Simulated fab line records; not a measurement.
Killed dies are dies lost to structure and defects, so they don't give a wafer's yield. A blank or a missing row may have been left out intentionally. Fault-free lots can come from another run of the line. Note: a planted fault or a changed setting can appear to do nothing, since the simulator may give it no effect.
Matching of chambers || flow nand harc || NHARC_P_M1_DESCUM_14 on rie diel-08: 4 sister chambers
The step chemistry O2, time 3 s. 27 wafers are shown with their chamber, then 12 later ones without.

== WAFERS WITH THEIR CHAMBER ==
{"wafer": "L075.1", "chamber": 3, "showerhead plenum p Torr (Torr)": 2.06, "drypump motor current A (A)": 6.3, "rf vpp V (V)": 58.9}
{"wafer": "L075.5", "chamber": 3, "showerhead plenum p Torr (Torr)": 2.06, "drypump motor current A (A)": 6.3, "rf vpp V (V)": 58.5}
{"wafer": "L075.6", "chamber": 1, "showerhead plenum p Torr (Torr)": 1.85, "drypump motor current A (A)": 6.2, "rf vpp V (V)": 58.0}
{"wafer": "L077.2", "chamber": 2, "showerhead plenum p Torr (Torr)": 1.90, "drypump motor current A (A)": 5.6, "rf vpp V (V)": 56.6}
{"wafer": "L077.5", "chamber": 2, "showerhead plenum p Torr (Torr)": 1.90, "drypump motor current A (A)": 5.6, "rf vpp V (V)": 58.3}
{"wafer": "L077.6", "chamber": 3, "showerhead plenum p Torr (Torr)": 2.06, "drypump motor current A (A)": 6.3, "rf vpp V (V)": 58.4}
{"wafer": "L079.3", "chamber": 0, "showerhead plenum p Torr (Torr)": 1.79, "drypump motor current A (A)": 5.5, "rf vpp V (V)": 58.1}
{"wafer": "L079.5", "chamber": 3, "showerhead plenum p Torr (Torr)": 2.06, "drypump motor current A (A)": 6.3, "rf vpp V (V)": 56.8}
{"wafer": "L079.6", "chamber": 2, "showerhead plenum p Torr (Torr)": 1.90, "drypump motor current A (A)": 5.6, "rf vpp V (V)": 58.6}
{"wafer": "L082.3", "chamber": 0, "showerhead plenum p Torr (Torr)": 1.79, "drypump motor current A (A)": 5.5, "rf vpp V (V)": 58.5}
{"wafer": "L082.4", "chamber": 1, "showerhead plenum p Torr (Torr)": 1.84, "drypump motor current A (A)": 6.2, "rf vpp V (V)": 56.9}
{"wafer": "L082.5", "chamber": 0, "showerhead plenum p Torr (Torr)": 1.79, "drypump motor current A (A)": 5.5, "rf vpp V (V)": 57.0}
{"wafer": "L084.2", "chamber": 1, "showerhead plenum p Torr (Torr)": 1.84, "drypump motor current A (A)": 6.2, "rf vpp V (V)": 57.9}
{"wafer": "L084.3", "chamber": 3, "showerhead plenum p Torr (Torr)": 2.05, "drypump motor current A (A)": 6.3, "rf vpp V (V)": 59.8}
{"wafer": "L084.6", "chamber": 0, "showerhead plenum p Torr (Torr)": 1.79, "drypump motor current A (A)": 5.5, "rf vpp V (V)": 56.3}
{"wafer": "L085.2", "chamber": 1, "showerhead plenum p Torr (Torr)": 1.84, "drypump motor current A (A)": 6.1, "rf vpp V (V)": 57.5}
{"wafer": "L085.3", "chamber": 3, "showerhead plenum p Torr (Torr)": 2.05, "drypump motor current A (A)": 6.3, "rf vpp V (V)": 58.6}
{"wafer": "L085.4", "chamber": 0, "showerhead plenum p Torr (Torr)": 1.79, "drypump motor current A (A)": 5.5, "rf vpp V (V)": 58.6}
{"wafer": "L086.1", "chamber": 1, "showerhead plenum p Torr (Torr)": 1.84, "drypump motor current A (A)": 6.2, "rf vpp V (V)": 56.8}
{"wafer": "L086.4", "chamber": 0, "showerhead plenum p Torr (Torr)": 1.79, "drypump motor current A (A)": 5.5, "rf vpp V (V)": 58.0}
{"wafer": "L086.6", "chamber": 0, "showerhead plenum p Torr (Torr)": 1.79, "drypump motor current A (A)": 5.5, "rf vpp V (V)": 58.0}
{"wafer": "L088.2", "chamber": 2, "showerhead plenum p Torr (Torr)": 1.90, "drypump motor current A (A)": 5.6, "rf vpp V (V)": 58.9}
{"wafer": "L088.3", "chamber": 3, "showerhead plenum p Torr (Torr)": 2.05, "drypump motor current A (A)": 6.3, "rf vpp V (V)": 57.8}
{"wafer": "L088.5", "chamber": 1, "showerhead plenum p Torr (Torr)": 1.84, "drypump motor current A (A)": 6.2, "rf vpp V (V)": 57.2}
{"wafer": "L090.1", "chamber": 2, "showerhead plenum p Torr (Torr)": 1.90, "drypump motor current A (A)": 5.6, "rf vpp V (V)": 56.1}
{"wafer": "L090.3", "chamber": 1, "showerhead plenum p Torr (Torr)": 1.84, "drypump motor current A (A)": 6.2, "rf vpp V (V)": 55.9}
{"wafer": "L090.6", "chamber": 0, "showerhead plenum p Torr (Torr)": 1.79, "drypump motor current A (A)": 5.5, "rf vpp V (V)": 59.2}

SIGNATURES (averages over the wafers above)
{"reading": "showerhead plenum p Torr", "chamber 0": 1.7900, "chamber 1": 1.8414, "chamber 2": 1.9000, "chamber 3": 2.0557, "scatter within a chamber": 0.00334}
{"reading": "drypump motor current A", "chamber 0": 5.500, "chamber 1": 6.186, "chamber 2": 5.600, "chamber 3": 6.300, "scatter within a chamber": 0.0193}
{"reading": "rf vpp V", "chamber 0": 57.962, "chamber 1": 57.171, "chamber 2": 57.700, "chamber 3": 58.400, "scatter within a chamber": 0.948}
Rule: distance of a wafer from a chamber = root of the sum over the readings of ((wafer's reading minus chamber's mean) / reading's scatter) squared. The wafer belongs to the nearest chamber; if the next one is less than 2 further off, it can't be placed. How the scatter is found: for the shown wafers, subtract from each reading the mean of its chamber, square and add these, divide the total by (wafers less chambers), then take the root.

== WAFERS WHOSE CHAMBER IS MISSING ==
{"wafer": "L091.1", "showerhead plenum p Torr (Torr)": 1.90, "drypump motor current A (A)": 5.6, "rf vpp V (V)": 59.2}
{"wafer": "L091.3", "showerhead plenum p Torr (Torr)": 2.05, "drypump motor current A (A)": 6.3, "rf vpp V (V)": 60.9}
{"wafer": "L091.4", "showerhead plenum p Torr (Torr)": 1.84, "drypump motor current A (A)": 6.1, "rf vpp V (V)": 57.1}
{"wafer": "L092.1", "showerhead plenum p Torr (Torr)": 1.79, "drypump motor current A (A)": 5.5, "rf vpp V (V)": 58.6}
{"wafer": "L092.2", "showerhead plenum p Torr (Torr)": 1.90, "drypump motor current A (A)": 5.6, "rf vpp V (V)": 58.5}
{"wafer": "L092.5", "showerhead plenum p Torr (Torr)": 1.79, "drypump motor current A (A)": 5.5, "rf vpp V (V)": 56.7}
{"wafer": "L094.1", "showerhead plenum p Torr (Torr)": 1.84, "drypump motor current A (A)": 6.2, "rf vpp V (V)": 56.9}
{"wafer": "L094.4", "showerhead plenum p Torr (Torr)": 1.84, "drypump motor current A (A)": 6.2, "rf vpp V (V)": 58.4}
{"wafer": "L094.5", "showerhead plenum p Torr (Torr)": 1.84, "drypump motor current A (A)": 6.2, "rf vpp V (V)": 58.0}
{"wafer": "L096.1", "showerhead plenum p Torr (Torr)": 1.84, "drypump motor current A (A)": 6.2, "rf vpp V (V)": 57.8}
{"wafer": "L096.5", "showerhead plenum p Torr (Torr)": 1.84, "drypump motor current A (A)": 6.2, "rf vpp V (V)": 58.4}
{"wafer": "L096.6", "showerhead plenum p Torr (Torr)": 1.90, "drypump motor current A (A)": 5.6, "rf vpp V (V)": 59.0}

== EACH ONE'S CHAMBER ==
{"wafer": "L091.1", "from the rows above": 2, "in truth": 2}
{"wafer": "L091.3", "from the rows above": 3, "in truth": 3}
{"wafer": "L091.4", "from the rows above": 1, "in truth": 1}
{"wafer": "L092.1", "from the rows above": 0, "in truth": 0}
{"wafer": "L092.2", "from the rows above": 2, "in truth": 2}
{"wafer": "L092.5", "from the rows above": 0, "in truth": 0}
{"wafer": "L094.1", "from the rows above": 1, "in truth": 1}
{"wafer": "L094.4", "from the rows above": 1, "in truth": 1}
{"wafer": "L094.5", "from the rows above": 1, "in truth": 1}
{"wafer": "L096.1", "from the rows above": 1, "in truth": 1}
{"wafer": "L096.5", "from the rows above": 1, "in truth": 1}
{"wafer": "L096.6", "from the rows above": 2, "in truth": 2}
Placed correctly: 12 of 12. Can't be placed from these rows: 0. Wrongly placed: 0.
